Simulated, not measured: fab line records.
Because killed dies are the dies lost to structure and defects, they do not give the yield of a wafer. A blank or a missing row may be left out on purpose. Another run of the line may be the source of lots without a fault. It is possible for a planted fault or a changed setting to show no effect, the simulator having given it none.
Which tool is to blame? / flow n5-finfet / 10 lots, 28 wafers sampled, at 6 steps of a route of 1938

## WHAT THE GAUGES SHOWED, per wafer
N5_SPACER0_INSPECT_04: inspects for defects (darkfield).
lot=L931; measured=day 3 01:24; on=defect-inspect-01; raw-defect-count=188 189 167
lot=L933; measured=day 3 14:28; on=defect-inspect-01; raw-defect-count=91 85 82
lot=L938; measured=day 4 18:08; on=defect-inspect-01; raw-defect-count=145 114 85
lot=L941; measured=day 5 13:51; on=defect-inspect-01; raw-defect-count=143 151
lot=L943; measured=day 6 07:01; on=defect-inspect-01; raw-defect-count=101 151
lot=L944; measured=day 6 09:26; on=defect-inspect-01; raw-defect-count=162 148 133
lot=L946; measured=day 6 17:19; on=defect-inspect-02; raw-defect-count=155 120 123
lot=L947; measured=day 6 23:12; on=defect-inspect-01; raw-defect-count=135 138 127
lot=L951; measured=day 8 01:07; on=defect-inspect-01; raw-defect-count=127 124 134
lot=L952; measured=day 8 08:22; on=defect-inspect-01; raw-defect-count=111 168 144

N5_SD_EPI_N_INSPECT_11: inspects for defects (macro).
lot=L931; measured=day 3 01:52; on=defect-inspect-01; raw-defect-count=3 1 3
lot=L933; measured=day 3 14:55; on=defect-inspect-01; raw-defect-count=1 2 0
lot=L938; measured=day 4 18:34; on=defect-inspect-02; raw-defect-count=5 2 1
lot=L941; measured=day 5 14:19; on=defect-inspect-02; raw-defect-count=1 1
lot=L943; measured=day 6 09:39; on=defect-inspect-01; raw-defect-count=3 3
lot=L944; measured=day 6 09:53; on=defect-inspect-01; raw-defect-count=5 3 2
lot=L946; measured=day 6 17:38; on=defect-inspect-02; raw-defect-count=1 3 1
lot=L947; measured=day 6 23:32; on=defect-inspect-02; raw-defect-count=3 4 1
lot=L951; measured=day 8 01:34; on=defect-inspect-02; raw-defect-count=0 2 1
lot=L952; measured=day 8 08:50; on=defect-inspect-01; raw-defect-count=2 2 3

N5_SD_ACTIVATION_RS_MEAS_03: measurement is done with a four-point probe.
lot=L931; measured=day 3 10:47; on=film-metro-02; RS_SD_N (ohm/sq)=21.60 22.08 21.95; RS_SD_P (ohm/sq)=56.3 56.8 56.5
lot=L933; measured=day 4 00:25; on=film-metro-02; RS_SD_N (ohm/sq)=21.50 22.00 21.77; RS_SD_P (ohm/sq)=57.0 57.5 56.2
lot=L938; measured=day 5 03:29; on=film-metro-02; RS_SD_N (ohm/sq)=21.64 21.70 22.14; RS_SD_P (ohm/sq)=56.2 56.3 57.1
lot=L941; measured=day 5 23:50; on=film-metro-01; RS_SD_N (ohm/sq)=21.00 21.53; RS_SD_P (ohm/sq)=55.2 55.1
lot=L943; measured=day 6 18:47; on=film-metro-01; RS_SD_N (ohm/sq)=21.76 21.12; RS_SD_P (ohm/sq)=56.1 56.0
lot=L944; measured=day 6 19:39; on=film-metro-01; RS_SD_N (ohm/sq)=21.67 21.83 21.74; RS_SD_P (ohm/sq)=55.8 55.5 56.2
lot=L946; measured=day 7 02:53; on=film-metro-01; RS_SD_N (ohm/sq)=22.04 22.14 22.21; RS_SD_P (ohm/sq)=56.9 56.3 56.7
lot=L947; measured=day 7 09:44; on=film-metro-02; RS_SD_N (ohm/sq)=22.47 22.41 22.46; RS_SD_P (ohm/sq)=56.4 56.9 55.6
lot=L951; measured=day 8 10:31; on=film-metro-02; RS_SD_N (ohm/sq)=22.02 21.95 21.43; RS_SD_P (ohm/sq)=56.4 56.3 55.7
lot=L952; measured=day 8 18:05; on=film-metro-02; RS_SD_N (ohm/sq)=21.96 22.01 22.09; RS_SD_P (ohm/sq)=58.4 57.5 56.8

N5_BEOL_M4_RC_MEAS_101.
lot=L931; measured=day 7 18:45; on=prober-01; DIBL_N (mV/V)=41.9 36.1 36.1; DIBL_P (mV/V)=41.1 35.2 33.6; IOFF_N (nA/um)=0.28 0.14 0.14; IOFF_P (nA/um)=0.38 0.23 0.22; ION_N (uA/um)=698 668 670; ION_P (uA/um)=477 467 465; RS_SD_N (ohm/sq)=28.1 28.5 28.0; SS_N (mV/dec)=73.4 71.5 70.6; SS_P (mV/dec)=74.9 73.1 72.8; VT_N (mV)=242 252 251; VT_P (mV)=-241 -250 -248
lot=L933; measured=day 8 02:01; on=prober-01; DIBL_N (mV/V)=34.4 34.8 34.3; DIBL_P (mV/V)=34.2 34.2 33.2; IOFF_N (nA/um)=0.14 0.14 0.13; IOFF_P (nA/um)=0.20 0.21 0.19; ION_N (uA/um)=661 662 651; ION_P (uA/um)=462 463 459; RS_SD_N (ohm/sq)=28.0 28.1 28.2; SS_N (mV/dec)=71.1 71.2 71.4; SS_P (mV/dec)=72.6 72.7 72.0; VT_N (mV)=253 250 252; VT_P (mV)=-250 -251 -251
lot=L938; measured=day 9 11:40; on=prober-01; DIBL_N (mV/V)=37.6 40.1 35.6; DIBL_P (mV/V)=36.5 38.8 33.6; IOFF_N (nA/um)=0.16 0.22 0.14; IOFF_P (nA/um)=0.23 0.28 0.19; ION_N (uA/um)=686 702 674; ION_P (uA/um)=471 476 464; RS_SD_N (ohm/sq)=28.0 28.7 28.7; SS_N (mV/dec)=72.0 71.3 70.8; SS_P (mV/dec)=73.0 73.4 71.6; VT_N (mV)=248 243 250; VT_P (mV)=-247 -246 -250
lot=L941; measured=day 10 07:38; on=prober-01; DIBL_N (mV/V)=36.1 33.2; DIBL_P (mV/V)=37.7 33.2; IOFF_N (nA/um)=0.15 0.10; IOFF_P (nA/um)=0.20 0.14; ION_N (uA/um)=676 659; ION_P (uA/um)=462 450; RS_SD_N (ohm/sq)=27.0 28.3; SS_N (mV/dec)=71.2 70.2; SS_P (mV/dec)=73.2 72.7; VT_N (mV)=251 258; VT_P (mV)=-251 -257
lot=L943; measured=day 10 23:28; on=prober-02; DIBL_N (mV/V)=30.8 34.9; DIBL_P (mV/V)=31.1 35.5; IOFF_N (nA/um)=0.09 0.13; IOFF_P (nA/um)=0.16 0.21; ION_N (uA/um)=657 656; ION_P (uA/um)=466 456; RS_SD_N (ohm/sq)=28.0 27.2; SS_N (mV/dec)=70.4 70.5; SS_P (mV/dec)=72.1 73.3; VT_N (mV)=257 256; VT_P (mV)=-253 -249
lot=L944; measured=day 11 07:07; on=prober-02; DIBL_N (mV/V)=34.3 37.9 33.5; DIBL_P (mV/V)=36.2 39.6 35.0; IOFF_N (nA/um)=0.15 0.21 0.14; IOFF_P (nA/um)=0.18 0.24 0.18; ION_N (uA/um)=675 672 681; ION_P (uA/um)=459 459 463; RS_SD_N (ohm/sq)=28.1 28.3 28.0; SS_N (mV/dec)=71.1 71.5 70.9; SS_P (mV/dec)=73.2 73.8 73.2; VT_N (mV)=250 248 252; VT_P (mV)=-253 -250 -253
lot=L946; measured=day 11 13:10; on=prober-02; DIBL_N (mV/V)=37.6 38.5 38.4; DIBL_P (mV/V)=37.1 38.4 37.4; IOFF_N (nA/um)=0.15 0.18 0.15; IOFF_P (nA/um)=0.21 0.25 0.21; ION_N (uA/um)=679 692 668; ION_P (uA/um)=462 474 459; RS_SD_N (ohm/sq)=28.3 28.5 28.7; SS_N (mV/dec)=72.0 71.8 72.0; SS_P (mV/dec)=73.2 73.8 74.4; VT_N (mV)=253 248 250; VT_P (mV)=-251 -249 -249
lot=L947; measured=day 11 14:59; on=prober-02; DIBL_N (mV/V)=35.6 41.7 37.3; DIBL_P (mV/V)=34.9 43.4 37.9; IOFF_N (nA/um)=0.14 0.28 0.20; IOFF_P (nA/um)=0.18 0.33 0.21; ION_N (uA/um)=668 698 697; ION_P (uA/um)=457 474 466; RS_SD_N (ohm/sq)=29.0 28.8 29.0; SS_N (mV/dec)=71.3 72.5 71.3; SS_P (mV/dec)=73.4 74.9 74.7; VT_N (mV)=252 243 244; VT_P (mV)=-252 -246 -249
lot=L951; measured=day 12 17:15; on=prober-02; DIBL_N (mV/V)=36.9 36.6 36.6; DIBL_P (mV/V)=37.6 37.1 38.0; IOFF_N (nA/um)=0.16 0.15 0.18; IOFF_P (nA/um)=0.23 0.23 0.25; ION_N (uA/um)=681 660 686; ION_P (uA/um)=467 459 473; RS_SD_N (ohm/sq)=28.6 28.0 28.2; SS_N (mV/dec)=71.5 71.2 71.6; SS_P (mV/dec)=73.4 73.1 74.0; VT_N (mV)=251 251 247; VT_P (mV)=-247 -248 -245
lot=L952; measured=day 13 04:50; on=prober-01; DIBL_N (mV/V)=39.0 35.4 38.2; DIBL_P (mV/V)=39.9 35.2 38.7; IOFF_N (nA/um)=0.23 0.15 0.19; IOFF_P (nA/um)=0.25 0.18 0.23; ION_N (uA/um)=691 669 692; ION_P (uA/um)=460 452 466; RS_SD_N (ohm/sq)=28.5 28.7 28.8; SS_N (mV/dec)=73.0 71.5 72.7; SS_P (mV/dec)=74.0 73.2 74.3; VT_N (mV)=245 253 250; VT_P (mV)=-250 -254 -251

## WHICH TOOL RAN EACH LOT (tool, then ch and the chambers of the sampled wafers, then the start)
lot=L931; N5_SD_EPI_N_SD_RECESS_17=rie-si-04 ch 2,3, day 3 02:49; N5_SD_EPI_N_EPI_21=epi-rpcvd-03 ch 0, day 3 04:21
lot=L933; N5_SD_EPI_N_SD_RECESS_17=rie-si-02 ch 1,2,3, day 3 15:38; N5_SD_EPI_N_EPI_21=epi-rpcvd-02 ch 0, day 3 17:33
lot=L938; N5_SD_EPI_N_SD_RECESS_17=rie-si-04 ch 0,1, day 4 19:33; N5_SD_EPI_N_EPI_21=epi-rpcvd-03 ch 0, day 4 20:49
lot=L941; N5_SD_EPI_N_SD_RECESS_17=rie-si-04 ch 0,3, day 5 15:02; N5_SD_EPI_N_EPI_21=epi-rpcvd-03 ch 0, day 5 16:56
lot=L943; N5_SD_EPI_N_SD_RECESS_17=rie-si-04 ch 2, day 6 10:22; N5_SD_EPI_N_EPI_21=epi-rpcvd-03 ch 0, day 6 12:16
lot=L944; N5_SD_EPI_N_SD_RECESS_17=rie-si-03 ch 0,1,2, day 6 10:37; N5_SD_EPI_N_EPI_21=epi-rpcvd-02 ch 0, day 6 12:12
lot=L946; N5_SD_EPI_N_SD_RECESS_17=rie-si-03 ch 0,1,3, day 6 18:22; N5_SD_EPI_N_EPI_21=epi-rpcvd-04 ch 0, day 6 19:20
lot=L947; N5_SD_EPI_N_SD_RECESS_17=rie-si-02 ch 0,1,2, day 7 00:15; N5_SD_EPI_N_EPI_21=epi-rpcvd-04 ch 0, day 7 01:14
lot=L951; N5_SD_EPI_N_SD_RECESS_17=rie-si-03 ch 0,1,3, day 8 02:38; N5_SD_EPI_N_EPI_21=epi-rpcvd-02 ch 0, day 8 03:37
lot=L952; N5_SD_EPI_N_SD_RECESS_17=rie-si-04 ch 0,1,3, day 8 09:34; N5_SD_EPI_N_EPI_21=epi-rpcvd-02 ch 0, day 8 10:32
- N5_SD_EPI_N_SD_RECESS_17: chemistry HBr/Cl2/O2, target depth 41 nm, time 23.7 s, bt time 3 s.
- N5_SD_EPI_N_EPI_21: deposits Si:P, time 690 s.

## WHAT THE TOOLS THEMSELVES READ (means of the sampled wafers that have a number; where no wafer has one, the mark that the record gives instead)
N5_SD_EPI_N_SD_RECESS_17.
lot=L931; tool=rie-si-04; drypump-motor-current-A (A)=5.5; oes-product-au (a.u.)=1.008; throttle-valve-pct (%)=36.9
lot=L933; tool=rie-si-02; drypump-motor-current-A (A)=5.5; oes-product-au (a.u.)=0.978; throttle-valve-pct (%)=37.4
lot=L938; tool=rie-si-04; drypump-motor-current-A (A)=6.3; oes-product-au (a.u.)=0.993; throttle-valve-pct (%)=37.2
lot=L941; tool=rie-si-04; drypump-motor-current-A (A)=5.9; oes-product-au (a.u.)=1.011; throttle-valve-pct (%)=37.6
lot=L943; tool=rie-si-04; drypump-motor-current-A (A)=5.2; oes-product-au (a.u.)=0.984; throttle-valve-pct (%)=36.5
lot=L944; tool=rie-si-03; drypump-motor-current-A (A)=5.7; oes-product-au (a.u.)=0.998; throttle-valve-pct (%)=37.1
lot=L946; tool=rie-si-03; drypump-motor-current-A (A)=6.0; oes-product-au (a.u.)=1.007; throttle-valve-pct (%)=37.1
lot=L947; tool=rie-si-02; drypump-motor-current-A (A)=5.7; oes-product-au (a.u.)=0.982; throttle-valve-pct (%)=37.5
lot=L951; tool=rie-si-03; drypump-motor-current-A (A)=6.0; oes-product-au (a.u.)=1.007; throttle-valve-pct (%)=37.1
lot=L952; tool=rie-si-04; drypump-motor-current-A (A)=6.1; oes-product-au (a.u.)=1.003; throttle-valve-pct (%)=37.3

N5_SD_EPI_N_EPI_21.
lot=L931 tool=epi-rpcvd-03 susceptor_temp_C_max=681.5
lot=L933 tool=epi-rpcvd-02 susceptor_temp_C_max=681.1
lot=L938 tool=epi-rpcvd-03 susceptor_temp_C_max=681.5
lot=L941 tool=epi-rpcvd-03 susceptor_temp_C_max=681.0
lot=L943 tool=epi-rpcvd-03 susceptor_temp_C_max=681.6
lot=L944 tool=epi-rpcvd-02 susceptor_temp_C_max=681.4
lot=L946 tool=epi-rpcvd-04 susceptor_temp_C_max=680.6
lot=L947 tool=epi-rpcvd-04 susceptor_temp_C_max=681.2
lot=L951 tool=epi-rpcvd-02 susceptor_temp_C_max=680.8
lot=L952 tool=epi-rpcvd-02 susceptor_temp_C_max=681.4

## THE ANSWER, worked out from the rows above alone
Rule: usual is defined by the lots themselves. Put in order of their means at a reading, lots are off if they are a third of the lots or fewer, leave a main group of 4 or more, and stand apart from it by a gap of 3 or more times the standard deviation of the main group's means; of several such gaps the widest counts. If all means in a main group match to the digits the tables above print for the reading, that group is not used. A lot without any number at a reading at which 4 lots or more have one is off too. Any other lot the step has rows for is counted as sound. After the gauges, taken in route order, come the tools' own readings; for these a lot's mean is taken, as printed above. At the first step where some lot is off, the reading lying furthest off is the one used; lots without a number count as furthest.
None of the lots is off at any reading shown; this tells nothing.

## WHAT THE SIMULATOR HAD INSERTED
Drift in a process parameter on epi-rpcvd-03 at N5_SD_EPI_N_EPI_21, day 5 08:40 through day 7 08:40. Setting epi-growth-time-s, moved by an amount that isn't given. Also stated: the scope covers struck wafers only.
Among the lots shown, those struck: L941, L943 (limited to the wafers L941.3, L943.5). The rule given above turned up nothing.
